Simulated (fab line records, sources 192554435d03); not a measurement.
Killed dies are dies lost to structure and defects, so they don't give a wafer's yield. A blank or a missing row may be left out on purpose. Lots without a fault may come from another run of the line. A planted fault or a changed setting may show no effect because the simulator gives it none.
fab line records | flow n5_finfet
record lots=15 wafers=45 last_day=18
route steps=1938 shown GATE_CUT@469
lots that met no fault: from a run of the same line without faults
start_h: hours from the record's first day to the start of the lot's first wafer shown | wait_h: hours since the lot's step before | " the same as in the row above | L1.1+2: a row that stands for several wafers | - no value, or no start given | * or withheld: withheld | < > ~ a bound
route shown NAME@n: a module of which the file shows steps, and the number in the route of the first | usual: mean/standard deviation of fault-free wafers | same: alike in all rows | chamber/n: place in a boat | sites: the reading at each site | _std_site: their standard deviation | _edge_site: outer sites' mean less inner sites' | radius_mm: how far each site lies from the wafer's centre | mask NAME#n: copy n | behind: the tool/chamber that last shaped the wafer | hold: why the lot was held/for how many hours/how that ended | device: the transistor (n, p or np) that didn't switch | end of line: the same wafers' tests at the end of the route | a step without rows: its recipe alone | killed: dies lost to structure and defects at the first sort, not the wafer's yield | map: a wafer's dies, x killed, . not, _ none there
set.NAME: the setting as run; set.NAME@STEP: as run at that earlier step | model.NAME: the simulator's own value behind a step, which no gauge read
steps of the route over a sample of lots; a table a step, a row a wafer
services: from which hour (start_h, from the record's first day; less than 0 if before it) a tool's chamber was out of use, for how many hours, and why
## steps
# step N5_GATE_CUT_ETCH_58
# recipe chemistry=CH3F/O2 target=SiNx target_depth_a=170 time_s=128.6 ion_energy_ev=50 pressure_mtorr=30 source_w=415 bias_w=21 Ar_flow_sccm=150 CH3F_flow_sccm=30 O2_flow_sccm=20
# usual CH3F_flow_sccm=30.01/0.097 drypump_motor_current_A=5.6/0.44 oes_product_au=0.74/0.043 rf_vpp_V=99.1/0.96 showerhead_plenum_p_Torr=1.99/0.044 throttle_valve_pct=16.40/0.11
# columns lot.wafer tool chamber start_h wait_h CH3F_flow_sccm drypump_motor_current_A oes_product_au rf_hours_counter_h rf_vpp_V showerhead_plenum_p_Torr throttle_valve_pct
L793.1 rie_diel-05 2 86.81 0.0 30.03 5.3 0.76 147 98.5 2.01 16.22
L793.5 " 1 " " 30.06 5.6 0.72 - 98.6 1.99 16.34
L793.6 " 0 " " 30.17 5.8 0.76 - 100.8 2.08 16.40
L795.2 rie_diel-04 1 98.14 0.0 30.01 5.6 0.80 94 100.3 2.02 16.55
L795.5 " 2 " " 30.06 6.5 0.70 - 97.8 1.91 16.34
L795.6 " 3 " " 30.00 5.0 0.69 - 99.8 1.98 16.54
L798.2 rie_diel-03 2 122.35 0.2 30.16 5.1 0.67 229 98.6 2.06 16.31
L798.3 " 1 " " 30.01 5.1 0.77 134 98.9 2.01 16.30
L798.6 " 0 " " 29.89 5.4 0.89 - 98.1 1.96 16.20
L800.1 rie_diel-05 0 130.17 0.0 30.13 5.8 0.74 175 99.1 2.07 16.43
L800.2 " 2 " " 30.02 5.3 0.73 162 100.7 2.00 16.24
L800.5 " 3 " " 30.00 5.8 0.77 - 99.2 1.99 16.32
L801.2 rie_diel-05 0 138.41 0.0 30.00 5.8 0.74 179 100.7 2.07 16.43
L801.5 " 2 " " 30.27 5.2 0.73 - 97.5 2.00 16.25
L801.6 " 1 " " 29.99 5.6 0.70 - 99.5 1.98 16.38
L802.1 rie_diel-04 0 145.37 0.1 30.04 6.2 0.75 178 99.5 2.00 16.36
L802.5 " 0 " " 30.05 6.1 0.75 - 98.1 2.00 16.37
L802.6 " 1 " " 29.98 5.6 0.79 - 98.5 2.01 16.56
L806.1 rie_diel-04 3 167.50 0.0 30.08 5.0 0.68 234 99.6 1.98 16.56
L806.3 " 0 " " 30.11 6.2 0.74 183 97.9 2.00 16.38
L806.5 " 3 " " 29.99 5.0 0.68 - 100.0 1.98 16.56
L807.1 rie_diel-04 3 172.25 0.0 29.97 5.0 0.68 234 97.9 1.98 16.58
L807.2 " 0 " " 29.98 6.2 0.75 184 99.9 2.00 16.38
L807.5 " 1 " " 29.92 5.6 0.78 - 99.3 2.01 16.59
L808.1 rie_diel-05 0 183.47 0.0 30.01 5.8 0.73 191 98.8 2.07 16.45
L808.3 " 2 " " 29.97 5.3 0.72 179 99.1 2.00 16.27
L808.4 " 3 " " 29.95 5.8 0.76 164 98.2 1.98 16.36
L809.1 rie_diel-03 0 184.47 0.0 30.07 5.5 0.86 58 97.4 1.95 16.24
L809.2 " 1 " " 29.87 5.1 0.76 154 98.2 2.00 16.34
L809.5 " 3 " " 30.12 5.6 0.77 - 99.7 2.08 16.64
L811.1 rie_diel-03 3 198.75 0.0 30.00 5.6 0.77 164 99.8 2.08 16.68
L811.4 " 0 " " 30.15 5.5 0.85 - 97.4 1.95 16.25
L811.5 " 1 " " 30.12 5.1 0.76 - 100.0 2.00 16.35
L812.2 rie_diel-05 0 203.56 0.1 30.01 5.8 0.72 197 98.7 2.06 16.47
L812.4 " 1 " " 30.06 5.5 0.69 197 98.8 1.98 16.41
L812.5 " 2 " " 29.95 5.3 0.71 - 99.1 2.00 16.27
L813.2 rie_diel-04 1 209.23 0.3 30.14 5.5 0.77 119 99.6 2.01 16.61
L813.3 " 3 " " 29.99 5.0 0.68 243 98.6 1.97 16.55
L813.4 " 2 " " 29.83 6.5 0.69 241 97.2 1.90 16.38
L814.2 rie_diel-04 1 215.90 0.0 30.14 5.5 0.76 121 100.2 2.01 16.61
L814.3 " 3 " " 29.82 5.0 0.67 246 98.7 1.97 16.59
L814.6 " 0 " " 30.13 6.2 0.72 - 99.3 1.99 16.40
L815.1 rie_diel-05 0 221.67 0.1 29.98 5.8 0.73 201 101.2 2.06 16.47
L815.5 " 1 " " 29.87 5.6 0.69 - 97.9 1.97 16.44
L815.6 " 2 " " 30.03 5.3 0.71 - 99.8 1.99 16.28
# step N5_GATE_CUT_EXPOSE_10
# recipe mask_id=GATE_CUT na=0.33 source_shape=annular sigma_inner=0.35 sigma_outer=0.8 polarization=unpolarized target_cd_nm=20 dose_mj=43.25
# usual exposure_dose_mJ_cm2=43.24/0.046 focus_offset_nm=-0.1/0.52
# columns lot.wafer tool chamber start_h wait_h mask exposure_dose_mJ_cm2 focus_offset_nm
L793.1 euv_scanner-01 0 90.56 - GATE_CUT#0 43.27 -0.8
L793.5 " 0 " " GATE_CUT#0 43.21 -0.4
L793.6 " 0 " " GATE_CUT#0 43.27 0.0
L795.2 euv_scanner-02 0 101.46 - GATE_CUT#0 43.21 0.6
L795.5 " 0 " " GATE_CUT#0 43.23 -0.8
L795.6 " 0 " " GATE_CUT#0 43.26 0.6
L798.2 euv_scanner-02 0 125.61 - GATE_CUT#0 43.23 -0.3
L798.3 " 0 " " GATE_CUT#0 43.19 -0.5
L798.6 " 0 " " GATE_CUT#0 43.28 -0.2
L800.1 euv_scanner-02 - 133.42 - GATE_CUT#0 - -
L800.2 " - " " GATE_CUT#0 - -
L800.5 " - " " GATE_CUT#0 - -
L801.2 euv_scanner-02 - 141.54 - GATE_CUT#0 - -
L801.5 " - " " GATE_CUT#0 - -
L801.6 " - " " GATE_CUT#0 - -
L802.1 euv_scanner-02 - 148.49 - GATE_CUT#0 - -
L802.5 " - " " GATE_CUT#0 - -
L802.6 " - " " GATE_CUT#0 - -
L806.1 euv_scanner-02 0 171.18 - GATE_CUT#0 43.15 -1.0
L806.3 " 0 " " GATE_CUT#0 43.20 -1.1
L806.5 " 0 " " GATE_CUT#0 43.21 -0.8
L807.1 euv_scanner-01 0 176.19 - GATE_CUT#0 43.27 -0.1
L807.2 " 0 " " GATE_CUT#0 43.27 0.3
L807.5 " 0 " " GATE_CUT#0 43.26 0.1
L808.1 euv_scanner-01 0 186.59 - GATE_CUT#0 43.25 0.5
L808.3 " 0 " " GATE_CUT#0 43.29 0.1
L808.4 " 0 " " GATE_CUT#0 43.32 0.2
L809.1 euv_scanner-02 0 188.37 - GATE_CUT#0 43.22 -0.2
L809.2 " 0 " " GATE_CUT#0 43.22 -0.3
L809.5 " 0 " " GATE_CUT#0 43.24 -0.3
L811.1 euv_scanner-02 0 201.87 - GATE_CUT#0 43.29 -0.2
L811.4 " 0 " " GATE_CUT#0 43.26 1.2
L811.5 " 0 " " GATE_CUT#0 43.34 0.4
L812.2 euv_scanner-01 0 206.83 - GATE_CUT#0 43.19 -0.2
L812.4 " 0 " " GATE_CUT#0 43.19 -0.5
L812.5 " 0 " " GATE_CUT#0 43.21 0.1
L813.2 euv_scanner-02 0 213.03 - GATE_CUT#0 43.22 -0.3
L813.3 " 0 " " GATE_CUT#0 43.29 0.1
L813.4 " 0 " " GATE_CUT#0 43.28 0.2
L814.2 euv_scanner-01 0 219.42 - GATE_CUT#0 43.28 -0.2
L814.3 " 0 " " GATE_CUT#0 43.30 -0.4
L814.6 " 0 " " GATE_CUT#0 43.33 0.3
L815.1 euv_scanner-02 0 225.05 - GATE_CUT#0 43.28 -0.1
L815.5 " 0 " " GATE_CUT#0 43.22 0.6
L815.6 " 0 " " GATE_CUT#0 43.29 0.3
# step N5_GATE_CUT_ETCH_28
# recipe chemistry=N2/H2 target=underlayer target_depth_a=130 mask_material=CAR-EUV time_s=10.4 ion_energy_ev=200 pressure_mtorr=30 source_w=840 bias_w=150 n2_flow_sccm=200 h2_flow_sccm=200 ends=cleared
# usual drypump_motor_current_A=5.6/0.43 etch_rf_on_time_s=10.5/0.34 oes_product_au=0.63/0.05 rf_vpp_V=523.9/2 showerhead_plenum_p_Torr=2.54/0.059 throttle_valve_pct=17.92/0.15
# columns lot.wafer tool chamber start_h wait_h drypump_motor_current_A etch_rf_on_time_s oes_product_au rf_hours_counter_h rf_vpp_V showerhead_plenum_p_Torr throttle_valve_pct
L793.1 rie_diel-04 2 90.93 0.0 6.5 10.2 0.61 214 520.8 2.42 18.00
L793.5 " 0 " " 6.2 10.1 0.65 - 525.0 2.55 17.99
L793.6 " 3 " " 5.0 10.5 0.60 - 524.0 2.49 17.81
L795.2 rie_diel-03 1 101.75 0.0 5.1 10.3 0.67 127 524.6 2.53 17.78
L795.5 " 3 " " 5.6 10.0 0.67 - 526.3 2.65 18.03
L795.6 " 0 " " 5.4 10.3 0.77 - 522.2 2.49 17.83
L798.2 rie_diel-05 2 126.14 0.0 5.3 10.8 0.62 160 525.4 2.53 17.71
L798.3 " 1 " " 5.6 11.2 0.60 173 523.6 2.55 18.00
L798.6 " 0 " " 5.8 10.2 0.64 - 528.5 2.63 17.87
L800.1 rie_diel-05 3 134.21 0.0 5.9 10.3 0.66 151 525.0 2.55 18.10
L800.2 " 2 " " 5.2 10.5 0.63 164 523.9 2.53 17.72
L800.5 " 2 " " 5.3 10.7 0.62 - 522.4 2.53 17.71
L801.2 rie_diel-03 2 141.82 0.0 5.1 10.5 0.57 238 524.6 2.60 17.71
L801.5 " 3 " " 5.6 9.9 0.67 - 527.3 2.65 18.05
L801.6 " 0 " " 5.5 10.6 0.74 - 522.0 2.48 17.84
L802.1 rie_diel-03 0 148.78 0.0 5.5 10.6 0.74 47 521.1 2.48 17.82
L802.5 " 1 " " 5.1 10.5 0.66 - 523.9 2.53 17.79
L802.6 " 0 " " 5.5 10.5 0.74 - 523.3 2.48 17.83
L806.1 rie_diel-04 3 171.47 0.0 5.0 10.5 0.59 234 521.5 2.48 17.87
L806.3 " 2 " " 6.5 10.1 0.60 232 520.0 2.41 18.01
L806.5 " 1 " " 5.6 10.5 0.67 - 525.2 2.55 18.11
L807.1 rie_diel-03 2 176.48 0.0 5.1 10.7 0.56 247 526.2 2.59 17.74
L807.2 " 0 " " 5.5 10.6 0.73 56 522.5 2.48 17.84
L807.5 " 0 " " 5.4 10.5 0.73 - 522.6 2.48 17.83
L808.1 rie_diel-05 2 186.93 0.0 5.3 10.9 0.61 179 522.4 2.52 17.73
L808.3 " 0 " " 5.8 10.4 0.61 191 525.9 2.62 17.89
L808.4 " 3 " " 5.8 10.5 0.64 165 524.4 2.54 18.13
L809.1 rie_diel-04 0 188.66 0.0 6.2 10.0 0.64 188 523.5 2.54 18.04
L809.2 " 3 " " 5.0 10.5 0.57 237 521.2 2.48 17.87
L809.5 " 0 " " 6.2 9.9 0.64 - 524.1 2.54 18.04
L811.1 rie_diel-05 3 202.22 0.0 5.9 10.3 0.64 169 524.3 2.54 18.13
L811.4 " 2 " " 5.3 10.6 0.61 183 523.2 2.52 17.74
L811.5 " 0 " " 5.8 10.3 0.62 - 525.1 2.62 17.90
L812.2 rie_diel-03 1 207.11 0.0 5.1 10.3 0.65 161 521.7 2.52 17.82
L812.4 " 0 " " 5.5 10.4 0.72 66 521.3 2.47 17.86
L812.5 " 2 " " 5.1 10.1 0.84 - 526.9 2.59 17.38
L813.2 rie_diel-05 2 213.50 0.0 5.2 10.8 0.60 185 525.0 2.52 17.75
L813.3 " 0 " " 5.8 10.4 0.62 199 526.9 2.62 17.92
L813.4 " 1 " " 5.6 11.2 0.58 199 522.5 2.54 18.04
L814.2 rie_diel-05 3 220.10 0.0 5.8 10.3 0.63 174 524.0 2.54 18.16
L814.3 " 0 " " 5.8 10.3 0.61 200 524.9 2.62 17.94
L814.6 " 2 " " 5.3 10.6 0.61 - 524.8 2.52 17.76
L815.1 rie_diel-04 0 225.34 0.0 6.1 10.1 0.62 199 522.9 2.53 18.05
L815.5 " 0 " " 6.2 10.1 0.63 - 523.0 2.53 18.05
L815.6 " 3 " " 5.0 10.5 0.58 - 521.5 2.48 17.89
# step N5_GATE_CUT_ETCH_37
# recipe chemistry=N2/H2 target=SOC target_depth_a=600 overetch_a=120 mask_material=SiARC temp_c=40 time_s=90 ion_energy_ev=200 pressure_mtorr=30 source_w=840 bias_w=150 n2_flow_sccm=200 h2_flow_sccm=200
# usual drypump_motor_current_A=5.6/0.43 oes_product_au=0.67/0.049 rf_vpp_V=523.8/1.9 showerhead_plenum_p_Torr=2.54/0.059 throttle_valve_pct=17.89/0.15
# columns lot.wafer tool chamber start_h wait_h drypump_motor_current_A oes_product_au rf_hours_counter_h rf_vpp_V showerhead_plenum_p_Torr throttle_valve_pct
L793.1 rie_diel-04 2 90.97 0.0 6.5 0.63 214 518.5 2.42 17.95
L793.5 " 0 " " 6.2 0.67 - 523.5 2.55 17.98
L793.6 " 3 " " 5.0 0.62 - 522.9 2.49 17.81
L795.2 rie_diel-03 1 101.79 0.0 5.1 0.70 127 524.2 2.53 17.75
L795.5 " 3 " " 5.6 0.69 - 525.1 2.65 17.99
L795.6 " 0 " " 5.5 0.80 - 521.9 2.49 17.79
L798.2 rie_diel-05 2 126.18 0.0 5.2 0.67 160 524.3 2.53 17.68
L798.3 " 1 " " 5.6 0.65 173 524.6 2.55 17.98
L798.6 " 0 " " 5.8 0.66 - 524.5 2.63 17.85
L800.1 rie_diel-05 3 134.25 0.0 5.8 0.68 151 523.0 2.55 18.07
L800.2 " 2 " " 5.3 0.66 164 524.7 2.53 17.66
L800.5 " 2 " " 5.3 0.66 - 525.3 2.53 17.68
L801.2 rie_diel-03 2 141.86 0.0 5.0 0.60 238 526.9 2.60 17.69
L801.5 " 3 " " 5.6 0.68 - 526.7 2.65 18.03
L801.6 " 0 " " 5.5 0.78 - 519.8 2.48 17.80
L802.1 rie_diel-03 0 148.82 0.0 5.5 0.78 47 521.8 2.48 17.79
L802.5 " 1 " " 5.1 0.69 - 524.4 2.53 17.78
L802.6 " 0 " " 5.5 0.79 - 522.1 2.48 17.79
L806.1 rie_diel-04 3 171.52 0.0 5.0 0.62 234 522.5 2.48 17.84
L806.3 " 2 " " 6.5 0.62 232 520.1 2.41 17.97
L806.5 " 1 " " 5.5 0.71 - 526.3 2.55 18.07
L807.1 rie_diel-03 2 176.52 0.0 5.1 0.60 247 524.2 2.59 17.70
L807.2 " 0 " " 5.5 0.78 56 523.2 2.48 17.82
L807.5 " 0 " " 5.5 0.77 - 521.0 2.48 17.81
L808.1 rie_diel-05 2 186.97 0.0 5.3 0.66 179 523.5 2.52 17.71
L808.3 " 0 " " 5.8 0.65 191 524.4 2.62 17.89
L808.4 " 3 " " 5.8 0.67 165 523.8 2.54 18.11
L809.1 rie_diel-04 0 188.71 0.0 6.2 0.65 188 524.0 2.54 18.01
L809.2 " 3 " " 5.0 0.62 237 524.0 2.48 17.86
L809.5 " 0 " " 6.2 0.65 - 522.2 2.54 18.01
L811.1 rie_diel-05 3 202.27 0.0 5.8 0.67 169 525.1 2.54 18.10
L811.4 " 2 " " 5.3 0.64 183 523.0 2.52 17.72
L811.5 " 0 " " 5.8 0.64 - 526.3 2.62 17.89
L812.2 rie_diel-03 1 207.16 0.0 5.1 0.67 161 522.6 2.52 17.81
L812.4 " 0 " " 5.5 0.75 66 521.6 2.47 17.83
L812.5 " 2 " " 5.1 0.88 - 526.6 2.59 17.34
L813.2 rie_diel-05 2 213.54 0.0 5.2 0.64 185 522.6 2.52 17.72
L813.3 " 0 " " 5.8 0.64 199 525.5 2.62 17.89
L813.4 " 1 " " 5.5 0.63 199 524.6 2.54 18.03
L814.2 rie_diel-05 3 220.15 0.0 5.8 0.66 174 524.3 2.54 18.11
L814.3 " 0 " " 5.8 0.65 200 526.6 2.62 17.92
L814.6 " 2 " " 5.3 0.65 - 524.4 2.52 17.73
L815.1 rie_diel-04 0 225.39 0.0 6.2 0.64 200 524.5 2.53 18.02
L815.5 " 0 " " 6.2 0.65 - 522.9 2.53 18.03
L815.6 " 3 " " 5.0 0.60 - 523.2 2.48 17.87
## services
# columns tool chamber start_h hours kind
rie_diel-03 2 63.50 4.4 repair
rie_diel-05 3 63.51 2.7 repair
rie_diel-03 - 78.65 2.5 repair
euv_scanner-01 - 95.60 1.0 pm
euv_scanner-02 - 107.83 7.3 repair
rie_diel-04 - 118.88 14.6 pm
euv_scanner-01 - 151.75 1.0 pm
euv_scanner-02 - 152.05 0.6 repair
rie_diel-04 3 164.80 1.4 repair
euv_scanner-02 - 165.59 1.0 pm
euv_scanner-02 - 171.62 4.6 pm
euv_scanner-01 0 173.87 - calibration
rie_diel-03 2 186.93 - clean
rie_diel-03 2 186.93 - consumable_replace:focus_ring
rie_diel-03 2 186.93 16.4 scheduled_down
rie_diel-03 2 186.93 16.4 vent_cycle
euv_scanner-02 - 187.13 0.9 repair
rie_diel-03 1 194.09 2.4 repair
euv_scanner-02 0 205.67 - calibration
euv_scanner-01 - 207.90 1.0 pm
euv_scanner-02 - 221.79 1.0 pm
## key
first_sign step=N5_GATE_CUT_EXPOSE_10 reading=tool_record direction=missing
effect none on later readings
met_at N5_GATE_CUT_EXPOSE_10
struck_lots L800,L801,L802
later_rows_left_out L800.1,L800.2,L800.5,L801.2,L801.5,L801.6,L802.1,L802.5,L802.6
sort_left_out L800.1,L800.2,L800.5,L801.2,L801.5,L801.6,L802.1,L802.5,L802.6
not_acting_at N5_GATE_CUT_ETCH_58,N5_GATE_CUT_ETCH_28,N5_GATE_CUT_ETCH_37
onset_between 125.61 133.42
fault kind=skipped_step_whole tool=euv_scanner-02 chamber=- onset_h=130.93 steps=N5_GATE_CUT_EXPOSE_10 scope=struck_lots_only
# sort_left_out: the simulated sort isn't trusted on such a fault, so these wafers' sort isn't shown, and their yield isn't known
# later_rows_left_out: the simulator's readings of these wafers behind a module that went badly wrong aren't trusted and aren't shown, but for the sort
